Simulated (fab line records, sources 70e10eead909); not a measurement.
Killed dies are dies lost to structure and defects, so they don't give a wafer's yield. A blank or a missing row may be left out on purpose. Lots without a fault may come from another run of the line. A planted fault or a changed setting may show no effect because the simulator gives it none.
Which tool did it? | flow nand_harc | 6 lots, 18 wafers sampled, at 4 steps of a route of 1302

WHAT THE GAUGES READ, wafer by wafer
NHARC_A_ONON_D1_THK_MEAS_18: measures by ellipsometry.
lot  | measured     | on            | thk_nm (nm)
L747 | day 8 22:38  | film_metro-02 | 985 984 984
L749 | day 9 20:34  | film_metro-02 | 1568 1568 1568
L756 | day 13 05:22 | film_metro-01 | 998 996 998
L758 | day 14 04:13 | film_metro-01 | 998 998 997
L762 | day 15 08:42 | film_metro-02 | 999 1003 1001
L768 | day 17 15:53 | film_metro-02 | 1001 998 998

WHICH TOOL RAN EACH LOT (tool, then ch and the chambers of the sampled wafers, then the start)
lot  | NHARC_A_ZERO_WELL_DESCUM_12        | NHARC_A_ZERO_WELL_RTA_16         | NHARC_A_ONON_D1_DEP_16
L747 | rie_diel-03 ch 1,2, day 7 11:43    | rtp_anneal-01 ch 0, day 7 12:53  | pecvd_onon-03 ch 0, day 8 22:14
L749 | rie_diel-03 ch 0,1,3, day 8 11:25  | rtp_anneal-02 ch 0, day 8 12:36  | pecvd_onon-03 ch 0, day 9 20:14
L756 | rie_diel-13 ch 0,1,3, day 11 20:47 | rtp_anneal-01 ch 0, day 11 21:53 | pecvd_onon-01 ch 0, day 13 04:52
L758 | rie_diel-13 ch 0,2,3, day 12 20:14 | rtp_anneal-02 ch 0, day 12 21:19 | pecvd_onon-01 ch 0, day 14 03:42
L762 | rie_diel-13 ch 1,2,3, day 14 00:22 | rtp_anneal-01 ch 0, day 14 01:30 | pecvd_onon-01 ch 0, day 15 08:15
L768 | rie_diel-13 ch 1,2,3, day 16 07:37 | rtp_anneal-02 ch 0, day 16 08:49 | pecvd_onon-02 ch 0, day 17 15:31
- NHARC_A_ZERO_WELL_DESCUM_12: chemistry O2, time 3 s.
- NHARC_A_ZERO_WELL_RTA_16: time 10 s.
- NHARC_A_ONON_D1_DEP_16: target thk 1000 nm.

THE ANSWER, worked out from the rows above alone
Rule: what is usual is taken from the lots themselves. Put in order of their means at a reading, lots are off if they are a third of the lots or fewer, leave a main group of 4 or more, and stand apart from it by a gap of 3 or more times the standard deviation of the main group's means; of several such gaps the widest counts. A main group whose means are all the same, to the digits that the tables above print for the reading, isn't used. A lot without any number at a reading at which 4 lots or more have one is off too. The other lots that the step has rows for count as sound.
Off: L749, at NHARC_A_ONON_D1_THK_MEAS_18 (thk_nm). The main group: mean 996 nm, standard deviation 5.9.
A tool fits if, at a process step before that reading, it ran every lot that is off, and no sound lot after the first of them. The gauges at NHARC_A_ONON_D1_THK_MEAS_18 are tried like those tools. Can't be told from this: 2 tools fit, rie_diel-03 at NHARC_A_ZERO_WELL_DESCUM_12, pecvd_onon-03 at NHARC_A_ONON_D1_DEP_16.

WHAT THE SIMULATOR HAD PUT IN
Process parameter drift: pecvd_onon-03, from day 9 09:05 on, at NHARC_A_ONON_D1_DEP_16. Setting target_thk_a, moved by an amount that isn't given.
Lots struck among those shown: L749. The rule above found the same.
